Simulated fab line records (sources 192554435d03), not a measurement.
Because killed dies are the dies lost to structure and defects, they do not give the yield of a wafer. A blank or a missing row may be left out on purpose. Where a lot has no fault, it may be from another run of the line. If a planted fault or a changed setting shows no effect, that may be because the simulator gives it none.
The same fault as seen by 2 desks    flow n5-finfet    numbers are kept per desk, each desk with only its own; the story behind them comes last

THE TOOL OWNER'S DESK: litho-track-05
The tool's own readings at N5_BEOL_M9_COAT_63 (time 60 s, resist thk 60 nm): means of the sampled wafers that have a number, for each lot that ran on this tool. Any lot whose mean is over 4 standard deviations away from the usual mean is out of limits and marked OUT; that distance is given in the brackets.
Columns: A = spin-speed-rpm at N5_BEOL_M9_COAT_63, usual 1500.0 rpm
lot   first seen here  A
L995  day 11 00:19     1501.5
L996  day 11 08:17     1499.7
L106  day 13 05:18     1575.2 (+79) OUT
L105  day 13 05:55     1576.7 (+81) OUT
Finding of this desk: L105, L106 out of limits; the first was L106 at day 13 05:18, on spin-speed-rpm at N5_BEOL_M9_COAT_63. L995, L996: within limits.

THE DEFECT DESK
For each lot, the counts of the inspections along the route, averaged over the sampled wafers that have a number. Any lot whose mean is over 4 standard deviations away from the usual mean is out of limits and marked OUT; that distance is given in the brackets.
Columns: A = raw-defect-count at N5_BEOL_M8_INSPECT_58, usual 76; B = raw-defect-count at N5_BEOL_M9_INSPECT_13, usual 415
lot   first seen here  A   B
L995  day 10 19:52     98  641
L994  day 10 20:13     75  559
L996  day 11 05:56     79  377
L999  day 11 18:07     58  311
L106  day 13 01:04     66  321
L105  day 13 01:42     51  372
L107  day 13 03:36     52  366
L108  day 13 11:32     99  367
L110  day 14 09:41     64  448
L109  day 14 10:13     51  487
L111  day 14 20:34     70  303
L113  day 15 01:49     55  358
Finding of this desk: none of the 12 lots has anything out of limits.

ALL TOGETHER
At day 13 05:18, on L105, L106, the tool owner's desk was in a position to raise an alarm.
No out-of-limits result turned up at the defect desk.
The defect desk has L105, L106 on record, within its limits.
The lots listed all ran N5_BEOL_M9_COAT_63 on litho-track-05.

WHAT THE SIMULATOR HAD PUT IN
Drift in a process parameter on litho-track-05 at N5_BEOL_M9_COAT_63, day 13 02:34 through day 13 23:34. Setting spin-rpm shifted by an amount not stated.
Lots struck among those shown: L105, L106.
Hours from the fault's start to each desk's first reading out of limits: the tool owner's desk, 3.
